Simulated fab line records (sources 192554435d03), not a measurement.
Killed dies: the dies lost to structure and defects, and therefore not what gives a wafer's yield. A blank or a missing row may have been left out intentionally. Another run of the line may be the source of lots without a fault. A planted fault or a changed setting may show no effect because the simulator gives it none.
Matching of chambers | flow n5 finfet | 4 sister chambers for N5_GATE_CUT_CMP_23 on cmp-01
The step polishes, stops on SiO2, t overpolish 23.4 s, target thk 16 nm. 8 wafers are shown with their chamber, then 12 later ones without.

== WAFERS WITH THEIR CHAMBER ==
wafer  | chamber | motor current A (A) | time to endpoint s (s)
L074.1 | 2       | 10.3                | 19
L080.2 | 2       | 10.1                | 14
L084.5 | 0       | 10.4                | 23
L086.1 | 3       | 8.1                 | 17
L086.5 | 1       | 7.7                 | 19
L091.2 | 3       | 7.8                 | 16
L091.3 | 0       | 10.2                | 25
L091.5 | 1       | 7.9                 | 22

== WAFERS WHOSE CHAMBER IS MISSING ==
wafer  | motor current A (A) | time to endpoint s (s)
L092.2 | 8.3                 | 15
L092.4 | 8.3                 | 17
L092.5 | 7.9                 | 19
L093.1 | 10.2                | 23
L093.5 | 8.7                 | 18
L093.6 | 10.2                | 21
L095.1 | 10.2                | 21
L095.3 | 8.0                 | 17
L095.5 | 8.0                 | 18
L097.2 | 10.2                | 20
L097.3 | 10.1                | 22
L097.4 | 8.5                 | 15

== WHICH CHAMBER EACH WENT THROUGH ==
wafer  | from the rows above     | in truth
L092.2 | can't be placed: 3 or 1 | 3
L092.4 | can't be placed: 3 or 1 | 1
L092.5 | can't be placed: 1 or 3 | 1
L093.1 | 0                       | 0
L093.5 | can't be placed: 3 or 1 | 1
L093.6 | can't be placed: 0 or 2 | 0
L095.1 | can't be placed: 0 or 2 | 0
L095.3 | can't be placed: 3 or 1 | 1
L095.5 | can't be placed: 3 or 1 | 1
L097.2 | can't be placed: 2 or 0 | 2
L097.3 | can't be placed: 0 or 2 | 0
L097.4 | can't be placed: 3 or 1 | 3
Correctly placed: 1 of 12. Can't be placed from these rows: 11 (the true chamber is among the candidates in 11). Number placed wrongly: 0.
How it was worked out, from the rows above alone: a wafer's distance from a chamber is the root of the sum, over the readings, of the square of ((its reading less the chamber's mean) divided by the reading's scatter). The wafer belongs to the nearest chamber; if the next one is less than 2 further off, it can't be placed. A chamber's mean is the mean of its shown wafers. The scatter: take each reading less its chamber's mean, square it, sum over the shown wafers, divide by the number of wafers less the number of chambers, and take the root.
